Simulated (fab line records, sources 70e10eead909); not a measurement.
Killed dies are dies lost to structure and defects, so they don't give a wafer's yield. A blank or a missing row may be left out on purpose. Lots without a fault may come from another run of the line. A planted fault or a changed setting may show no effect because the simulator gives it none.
Which tool did it? | flow nand_harc | 24 lots, 72 wafers sampled, at 6 steps of a route of 1302

WHAT THE GAUGES READ, wafer by wafer
NHARC_P_BONDPAD_CD_MEAS_13. Usual: cd_nm 498.4 nm, standard deviation 2.2.
lot  | measured     | on        | cd_nm (nm)        | flag
L074 | day 6 17:29  | cd_sem-02 | 497.2 495.5 499.2 |
L075 | day 7 04:23  | cd_sem-01 | 497.3 496.2 499.1 |
L076 | day 7 06:55  | cd_sem-03 | 497.0 495.4 501.4 |
L077 | day 8 06:14  | cd_sem-03 | 503.4 498.7 501.7 |
L078 | day 8 06:57  | cd_sem-01 | 498.1 498.5 498.7 |
L079 | day 8 17:41  | cd_sem-03 | 498.3 498.7 500.9 |
L080 | day 8 23:12  | cd_sem-01 | 496.4 499.2 499.6 |
L081 | day 9 15:11  | cd_sem-03 | 496.1 497.7 499.6 |
L082 | day 9 22:14  | cd_sem-02 | 497.1 495.5 500.5 |
L084 | day 10 15:02 | cd_sem-02 | 499.0 499.3 496.7 |
L083 | day 10 15:57 | cd_sem-03 | 500.1 498.1 495.0 |
L085 | day 11 03:05 | cd_sem-02 | 497.5 494.8 495.7 |
L086 | day 11 13:29 | cd_sem-02 | 503.5 499.5 503.8 |
L087 | day 12 17:12 | cd_sem-02 | 495.4 500.4 499.0 |
L088 | day 12 17:54 | cd_sem-02 | 496.3 494.5 497.3 |
L089 | day 12 19:30 | cd_sem-01 | 499.3 499.4 498.4 |
L090 | day 13 06:03 | cd_sem-03 | 503.2 502.6 500.4 |
L091 | day 13 18:22 | cd_sem-03 | 499.1 498.3 500.4 |
L092 | day 13 23:23 | cd_sem-01 | 499.3 498.0 497.2 |
L093 | day 14 10:11 | cd_sem-02 | 497.9 493.7 498.0 |
L094 | day 14 15:18 | cd_sem-02 | 498.1 496.8 498.2 |
L095 | day 15 09:55 | cd_sem-01 | 499.3 497.6 496.7 |
L096 | day 15 17:46 | cd_sem-03 | 500.6 498.7 504.0 |
L097 | day 16 02:43 | cd_sem-01 | 497.3 500.0 499.0 |

NHARC_P_BONDPAD_THK_MEAS_20: measures by xrf. Usual: thk_nm 161.4 nm, standard deviation 1.5.
lot  | measured     | on            | thk_nm (nm)       | flag
L074 | day 6 19:31  | film_metro-01 | 159.8 161.3 161.4 |
L075 | day 7 06:31  | film_metro-02 | 160.9 160.6 162.7 |
L076 | day 7 08:58  | film_metro-02 | 160.5 159.8 158.7 |
L077 | day 8 08:17  | film_metro-02 | 163.5 162.4 162.6 |
L078 | day 8 08:59  | film_metro-01 | 159.9 162.2 162.8 |
L079 | day 8 19:43  | film_metro-02 | 162.1 161.2 165.4 |
L080 | day 9 01:21  | film_metro-01 | 163.0 161.6 164.3 |
L081 | day 9 17:14  | film_metro-01 | 158.9 160.4 160.5 |
L082 | day 10 00:19 | film_metro-02 | 161.1 160.7 158.5 |
L084 | day 10 17:04 | film_metro-02 | 161.2 161.4 162.3 |
L083 | day 10 18:01 | film_metro-01 | 161.5 158.9 162.4 |
L085 | day 11 05:09 | film_metro-02 | 162.9 162.7 160.8 |
L086 | day 11 15:30 | film_metro-01 | 161.1 159.2 162.2 |
L087 | day 12 19:15 | film_metro-02 | 163.2 160.5 161.4 |
L088 | day 12 19:55 | film_metro-02 | 159.8 162.1 158.9 |
L089 | day 12 21:32 | film_metro-01 | 157.0 160.0 159.6 |
L090 | day 13 08:06 | film_metro-02 | 161.8 160.0 160.3 |
L091 | day 13 20:28 | film_metro-02 | 162.4 160.1 161.1 |
L092 | day 14 01:26 | film_metro-02 | 160.8 161.8 159.2 |
L093 | day 14 12:12 | film_metro-01 | 163.2 163.6 162.7 |
L094 | day 14 17:22 | film_metro-01 | 162.9 159.1 160.8 |
L095 | day 15 11:56 | film_metro-01 | 160.9 162.3 160.2 |
L096 | day 15 19:49 | film_metro-01 | 163.9 164.2 162.0 |
L097 | day 16 04:44 | film_metro-01 | 160.0 160.9 162.3 |

NHARC_A_ONON_D1_THK_MEAS_11: measures by ellipsometry. Usual: thk_nm 1000 nm, standard deviation 11.
lot  | measured     | on            | thk_nm (nm)    | flag
L074 | day 7 23:06  | film_metro-02 | 1017 1014 1016 |
L075 | day 8 08:01  | film_metro-02 | 1011 1012 1013 |
L076 | day 8 08:01  | film_metro-01 | 1001 1001 1002 |
L077 | day 9 10:36  | film_metro-02 | 990 991 992    |
L078 | day 9 10:36  | film_metro-01 | 988 988 988    |
L079 | day 9 22:58  | film_metro-01 | 997 996 995    |
L080 | day 10 03:29 | film_metro-01 | 992 991 993    |
L081 | day 10 23:04 | film_metro-01 | 993 994 994    |
L082 | day 11 02:20 | film_metro-02 | 1016 1016 1017 |
L084 | day 11 19:10 | film_metro-02 | 995 995 995    |
L083 | day 11 19:10 | film_metro-02 | 995 995 996    |
L085 | day 12 10:46 | film_metro-02 | 1014 1015 1017 |
L086 | day 12 17:28 | film_metro-01 | 1013 1014 1014 |
L087 | day 13 20:53 | film_metro-02 | 972 972 972    |
L088 | day 13 20:53 | film_metro-01 | 1006 1007 1007 |
L089 | day 13 20:54 | film_metro-01 | 1014 1014 1017 |
L090 | day 14 12:11 | film_metro-02 | 1001 1002 1002 |
L091 | day 14 23:20 | film_metro-02 | 993 994 994    |
L092 | day 15 08:36 | film_metro-01 | 992 993 991    |
L093 | day 15 13:44 | film_metro-01 | 995 999 997    |
L094 | day 15 19:01 | film_metro-01 | 1008 1009 1009 |
L095 | day 16 13:13 | film_metro-02 | 1011 1009 1011 |
L096 | day 16 20:52 | film_metro-01 | 999 998 998    |
L097 | day 17 08:01 | film_metro-01 | 991 992 991    |

WHICH TOOL RAN EACH LOT (tool, then ch and the chambers of the sampled wafers, then the start)
lot  | NHARC_P_M2_ETCH_35                 | NHARC_P_M2_PRE_CLEAN_32         | NHARC_P_BONDPAD_DEP_00
L074 | rie_diel-09 ch 2,3, day 6 12:37    | pecvd-02 ch 0,2, day 6 15:14    | pecvd-02 ch 0,2, day 6 17:29 or earlier
L075 | rie_diel-08 ch 1,2, day 6 23:35    | pecvd-01 ch 0,1,2, day 7 02:08  | pecvd-02 ch 0,1, day 7 02:40
L076 | rie_diel-08 ch 0,1, day 7 02:04    | pecvd-02 ch 0,2, day 7 04:41    | pecvd-01 ch 0,2, day 7 05:09
L077 | rie_diel-08 ch 0,1,3, day 8 01:17  | pecvd-01 ch 1,2, day 8 03:59    | pecvd-03 ch 0,1,2, day 8 04:31
L078 | rie_diel-09 ch 0,1,3, day 8 02:02  | pecvd-01 ch 0,2, day 8 04:43    | pecvd-03 ch 1,2, day 8 05:13
L079 | rie_diel-08 ch 1,2, day 8 12:54    | pecvd-03 ch 0,1,2, day 8 15:28  | pecvd-01 ch 0,1,2, day 8 15:56
L080 | rie_diel-08 ch 0,2, day 8 18:23    | pecvd-01 ch 0,2, day 8 20:56    | pecvd-02 ch 0,1,2, day 8 21:26
L081 | rie_diel-09 ch 0,1,2, day 9 10:29  | pecvd-02 ch 0,2, day 9 13:02    | pecvd-03 ch 0,2, day 9 13:37
L082 | rie_diel-02 ch 2,3, day 9 17:20    | pecvd-02 ch 0,2, day 9 19:58    | pecvd-01 ch 0,2, day 9 20:27
L084 | rie_diel-02 ch 2,3, day 10 10:14   | pecvd-01 ch 0,1, day 10 12:56   | pecvd-03 ch 0,1, day 10 13:27
L083 | rie_diel-09 ch 0,1,3, day 10 11:04 | pecvd-03 ch 0,1,2, day 10 13:43 | pecvd-01 ch 1,2, day 10 14:11
L085 | rie_diel-08 ch 0,2,3, day 10 22:17 | pecvd-02 ch 0,2, day 11 00:50   | pecvd-03 ch 0,1,2, day 11 01:23
L086 | rie_diel-08 ch 0,1,3, day 11 08:19 | pecvd-01 ch 0,1,2, day 11 11:23 | pecvd-03 ch 0,1,2, day 11 11:59
L087 | rie_diel-08 ch 1,2, day 12 12:28   | pecvd-02 ch 0,1,2, day 12 15:04 | pecvd-03 ch 0,1, day 12 15:38
L088 | rie_diel-02 ch 1,3, day 12 13:01   | pecvd-01 ch 0,1,2, day 12 15:37 | pecvd-03 ch 0,2, day 12 16:07
L089 | rie_diel-02 ch 1,2,3, day 12 14:41 | pecvd-02 ch 0,2, day 12 17:14   | pecvd-02 ch 0,1,2, day 12 19:30 or earlier
L090 | rie_diel-02 ch 1,2, day 13 01:14   | pecvd-02 ch 0,1,2, day 13 03:49 | pecvd-01 ch 0,1,2, day 13 04:25
L091 | rie_diel-08 ch 0,1,3, day 13 13:31 | pecvd-01 ch 0,2, day 13 16:07   | pecvd-03 ch 1,2, day 13 16:38
L092 | rie_diel-09 ch 1,2, day 13 18:42   | pecvd-02 ch 1,2, day 13 21:17   | pecvd-03 ch 0,2, day 13 21:48
L093 | rie_diel-02 ch 0,1, day 14 05:22   | pecvd-03 ch 0,1, day 14 08:05   | pecvd-03 ch 0,1,2, day 14 10:11 or earlier
L094 | rie_diel-02 ch 0,2,3, day 14 10:26 | pecvd-01 ch 0,2, day 14 13:01   | pecvd-03 ch 0,2, day 14 13:34
L095 | rie_diel-09 ch 0,1,2, day 15 05:13 | pecvd-01 ch 0,2, day 15 07:50   | pecvd-02 ch 0,1, day 15 08:23
L096 | rie_diel-02 ch 2,3, day 15 12:44   | pecvd-01 ch 0,2, day 15 15:20   | pecvd-03 ch 0,1, day 15 16:02
L097 | rie_diel-08 ch 1,2,3, day 15 21:55 | pecvd-01 ch 0,1,2, day 16 00:28 | pecvd-03 ch 0,2, day 16 01:01
- NHARC_P_M2_ETCH_35: etches the open film in N2/H2, target depth 40 nm, overetch 12 nm, time 43.94 s.
- NHARC_P_M2_PRE_CLEAN_32: time 12 s.
- NHARC_P_BONDPAD_DEP_00: deposits SiCN, target thk 250 nm.

WHAT THE TOOLS THEMSELVES READ (means of the sampled wafers that have a number; where no wafer has one, the mark that the record gives instead)
NHARC_P_M2_ETCH_35. Usual: drypump_motor_current_A 5.9 A, standard deviation 0.51; h2_flow_sccm 150.0 sccm, standard deviation 0.4; n2_flow_sccm 150.0 sccm, standard deviation 0.45; oes_product_au 1.000 a.u., standard deviation 0.0099; rf_vpp_V 430.5 V, standard deviation 2.9; showerhead_plenum_p_Torr 2.04 Torr, standard deviation 0.1; throttle_valve_pct 14.170 %, standard deviation 0.01.
lot  | tool        | drypump_motor_current_A (A) | h2_flow_sccm (sccm) | n2_flow_sccm (sccm) | oes_product_au (a.u.) | rf_vpp_V (V) | showerhead_plenum_p_Torr (Torr) | throttle_valve_pct (%) | flag
L074 | rie_diel-09 | 6.2                         | 149.5               | 149.8               | 1.013                 | 426.0        | 1.90                            | 14.179                 |
L075 | rie_diel-08 | 5.8                         | 150.0               | 150.0               | 0.994                 | 433.6        | 2.17                            | 14.177                 |
L076 | rie_diel-08 | 6.6                         | 150.3               | 149.9               | 1.008                 | 432.6        | 2.09                            | 14.169                 |
L077 | rie_diel-08 | 6.3                         | 149.7               | 149.7               | 1.002                 | 431.5        | 2.08                            | 14.178                 |
L078 | rie_diel-09 | 6.0                         | 149.9               | 149.8               | 0.995                 | 429.3        | 2.02                            | 14.160                 |
L079 | rie_diel-08 | 5.8                         | 150.1               | 150.0               | 0.987                 | 433.4        | 2.16                            | 14.173                 |
L080 | rie_diel-08 | 5.8                         | 150.2               | 149.4               | 0.997                 | 433.5        | 2.15                            | 14.176                 |
L081 | rie_diel-09 | 6.0                         | 150.1               | 150.1               | 0.999                 | 429.3        | 2.02                            | 14.162                 |
L082 | rie_diel-02 | 5.4                         | 150.0               | 149.7               | 1.002                 | 429.1        | 1.98                            | 14.168                 |
L084 | rie_diel-02 | 5.3                         | 149.5               | 149.7               | 1.004                 | 431.3        | 2.06                            | 14.164                 |
L083 | rie_diel-09 | 6.1                         | 149.7               | 149.9               | 0.998                 | 430.3        | 2.02                            | 14.176                 |
L085 | rie_diel-08 | 5.9                         | 149.7               | 149.7               | 1.003                 | 432.0        | 2.11                            | 14.162                 |
L086 | rie_diel-08 | 6.3                         | 149.8               | 150.0               | 1.001                 | 431.3        | 2.08                            | 14.163                 |
L087 | rie_diel-08 | 5.8                         | 150.4               | 149.4               | 0.996                 | 433.9        | 2.16                            | 14.169                 |
L088 | rie_diel-02 | 5.6                         | 150.4               | 150.7               | 1.003                 | 431.1        | 2.08                            | 14.165                 |
L089 | rie_diel-02 | 5.7                         | 150.0               | 150.2               | 0.997                 | 429.0        | 2.00                            | 14.167                 |
L090 | rie_diel-02 | 5.7                         | 149.7               | 150.2               | 1.003                 | 426.4        | 1.92                            | 14.178                 |
L091 | rie_diel-08 | 6.3                         | 149.8               | 150.1               | 1.008                 | 431.4        | 2.08                            | 14.163                 |
L092 | rie_diel-09 | 6.2                         | 150.0               | 149.9               | 0.990                 | 431.4        | 2.07                            | 14.172                 |
L093 | rie_diel-02 | 6.0                         | 149.9               | 150.3               | 1.003                 | 428.5        | 1.97                            | 14.162                 |
L094 | rie_diel-02 | 5.4                         | 150.0               | 150.1               | 1.002                 | 429.7        | 2.00                            | 14.174                 |
L095 | rie_diel-09 | 6.0                         | 150.0               | 150.4               | 0.995                 | 430.1        | 2.02                            | 14.168                 |
L096 | rie_diel-02 | 5.4                         | 149.9               | 149.9               | 1.005                 | 428.3        | 1.97                            | 14.166                 |
L097 | rie_diel-08 | 5.9                         | 150.0               | 150.0               | 0.998                 | 432.8        | 2.12                            | 14.182                 |

NHARC_P_M2_PRE_CLEAN_32. Usual: heater_power_w 688 W, standard deviation 80.
lot  | tool     | heater_power_w (W) | flag
L074 | pecvd-02 | 694                |
L075 | pecvd-01 | 669                |
L076 | pecvd-02 | 767                |
L077 | pecvd-01 | 715                |
L078 | pecvd-01 | 620                |
L079 | pecvd-03 | 659                |
L080 | pecvd-01 | 606                |
L081 | pecvd-02 | 716                |
L082 | pecvd-02 | 670                |
L084 | pecvd-01 | 626                |
L083 | pecvd-03 | 643                |
L085 | pecvd-02 | 705                |
L086 | pecvd-01 | 637                |
L087 | pecvd-02 | 694                |
L088 | pecvd-01 | 679                |
L089 | pecvd-02 | 712                |
L090 | pecvd-02 | 721                |
L091 | pecvd-01 | 669                |
L092 | pecvd-02 | 752                |
L093 | pecvd-03 | 620                |
L094 | pecvd-01 | 695                |
L095 | pecvd-01 | 689                |
L096 | pecvd-01 | 703                |
L097 | pecvd-01 | 680                |

NHARC_P_BONDPAD_DEP_00. Usual: heater_power_w 621 W, standard deviation 89.
lot  | tool     | heater_power_w (W) | flag
L074 | pecvd-02 | 683                |
L075 | pecvd-02 | 719                |
L076 | pecvd-01 | 619                |
L077 | pecvd-03 | 614                |
L078 | pecvd-03 | 672                |
L079 | pecvd-01 | 646                |
L080 | pecvd-02 | 671                |
L081 | pecvd-03 | 538                |
L082 | pecvd-01 | 618                |
L084 | pecvd-03 | 561                |
L083 | pecvd-01 | 630                |
L085 | pecvd-03 | 608                |
L086 | pecvd-03 | 633                |
L087 | pecvd-03 | 587                |
L088 | pecvd-03 | 522                |
L089 | pecvd-02 | 657                |
L090 | pecvd-01 | 646                |
L091 | pecvd-03 | 678                |
L092 | pecvd-03 | 566                |
L093 | pecvd-03 | 614                |
L094 | pecvd-03 | 533                |
L095 | pecvd-02 | 731                |
L096 | pecvd-03 | 610                |
L097 | pecvd-03 | 582                |

THE ANSWER, worked out from the rows above alone
Rule: a lot is off if the mean of its wafers that have a number lies more than 3 standard deviations from the usual mean. A lot without any number at a reading at which 4 lots or more have one is off too. The other lots that the step has rows for count as sound. The gauges are gone through in route order, then the tools' own readings, and for those a lot's mean is taken as printed above. The first step at which some lot is off is used, and at that step the reading that is off furthest; a lot without a number counts as furthest.
No lot is off at any reading shown: from this, nothing can be told.

WHAT THE SIMULATOR HAD PUT IN
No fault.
